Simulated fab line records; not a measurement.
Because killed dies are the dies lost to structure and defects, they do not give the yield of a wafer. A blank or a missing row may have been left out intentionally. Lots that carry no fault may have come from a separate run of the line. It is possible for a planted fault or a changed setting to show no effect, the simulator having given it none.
Split-lot study + flow n5 finfet + 21 wafers read from 7 lots, route of 1938 steps

== SPLIT DETAILS ==
At N5_BEOL_M10_EXPOSE_25 (exposes mask V9), the setting dose mj was moved away from the recipe's 85.5 on 9 of the 21 wafers read, by -6.2% to +3.5%. For the rest of the wafers, this setting stayed at what the recipe calls for.

== FROM SPLIT TO READING: 1 step shown by the file between the two ==
- N5_BEOL_M10_DEVELOP_27: develop time 30 s (also split here: develop time s)

== THE READING ==
cd nm (nm) at N5_BEOL_M10_CD_MEAS_28, where the cd target is 70 nm. Fault-free wafers of this fab line usually give 70.0 nm, standard deviation 1.4 nm.

| wafer  | tool, chamber at the split | dose mj as run | against the recipe | cd nm, nm | against lot-mates on the recipe |
|--------|----------------------------|----------------|--------------------|-----------|---------------------------------|
| L077.2 | arfi scanner-02, 0         | 85.5           | recipe             | 66.9      | -                               |
| L077.3 | arfi scanner-02, 0         | 87.19          | +2.0%              | 69.7      | +2.8                            |
| L077.4 | arfi scanner-02, 0         | 87.19          | +2.0%              | 70.7      | +3.8                            |
| L082.1 | arfi scanner-01, 0         | 87.51          | +2.4%              | 72.0      | +1.9                            |
| L082.2 | arfi scanner-01, 0         | 87.51          | +2.4%              | 73.1      | +3.0                            |
| L082.3 | arfi scanner-01, 0         | 85.5           | recipe             | 70.1      | -                               |
| L084.4 | arfi scanner-03, 0         | 80.21          | -6.2%              | 67.6      | -2.1                            |
| L084.5 | arfi scanner-03, 0         | 80.21          | -6.2%              | 67.0      | -2.7                            |
| L084.6 | arfi scanner-03, 0         | 85.5           | recipe             | 69.7      | -                               |
| L083.1 | arfi scanner-02, 0         | 85.5           | recipe             | 68.9      | -                               |
| L083.2 | arfi scanner-02, 0         | 88.5           | +3.5%              | 73.5      | +4.6                            |
| L083.6 | arfi scanner-02, 0         | 88.5           | +3.5%              | 71.8      | +2.9                            |
| L085.1 | arfi scanner-03, 0         | 85.5           | recipe             | 69.4      | -                               |
| L085.3 | arfi scanner-03, 0         | 85.5           | recipe             | 68.9      | -                               |
| L085.5 | arfi scanner-03, 0         | 85.5           | recipe             | 70.2      | -                               |
| L087.1 | arfi scanner-02, 0         | 85.5           | recipe             | 70.1      | -                               |
| L087.4 | arfi scanner-02, 0         | 80.43          | -5.9%              | 64.0      | -6.6                            |
| L087.5 | arfi scanner-02, 0         | 85.5           | recipe             | 71.1      | -                               |
| L096.3 | arfi scanner-03, 0         | 85.5           | recipe             | 69.0      | -                               |
| L096.4 | arfi scanner-03, 0         | 85.5           | recipe             | 70.0      | -                               |
| L096.5 | arfi scanner-03, 0         | 85.5           | recipe             | 69.1      | -                               |

THE FIT
A straight line over all 21 wafers: cd nm changes by +0.642 nm for each +1% of dose mj; r = +0.83; the points scatter about the line by 1.2 nm.
The same after taking each lot's own level away (the mean of its wafers on the recipe; 21 wafers): +0.779 nm for each +1%; r = +0.89; scatter 1.1 nm.
Per that fit: largest dose mj move, reading shift of 4.8 nm.
Measured against the standard deviation above, the lots' own levels, which go from 66.90 to 70.60 nm, span 2.6 times it.
In other words, the slope is changed by the lot-to-lot level; the two fits disagree.
Check: with one of the wafers moved furthest among these (-6.2%) left out of the fit, the line predicts -5.26 nm for it against its lot-mates. Against them it came out at -2.1 nm.

== OTHER SPLITS ON THESE WAFERS ==
Note: prior to the reading, these wafers also went through further splits. Each is held against what the fit with the lots' levels taken away leaves over:
| other split on the same wafers        | wafers away from the commonest value | r with cd nm (lot level and that fit taken away) |
|---------------------------------------|--------------------------------------|--------------------------------------------------|
| N5_BEOL_M9_ETCH_62 source w           | 3                                    | -0.22                                            |
| N5_BEOL_M10_DEVELOP_27 develop time s | 7                                    | +0.53                                            |

== THE FILE'S OWN FIT ==
cd nm changes by +0.834 nm for each +1% of dose mj, r = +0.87.
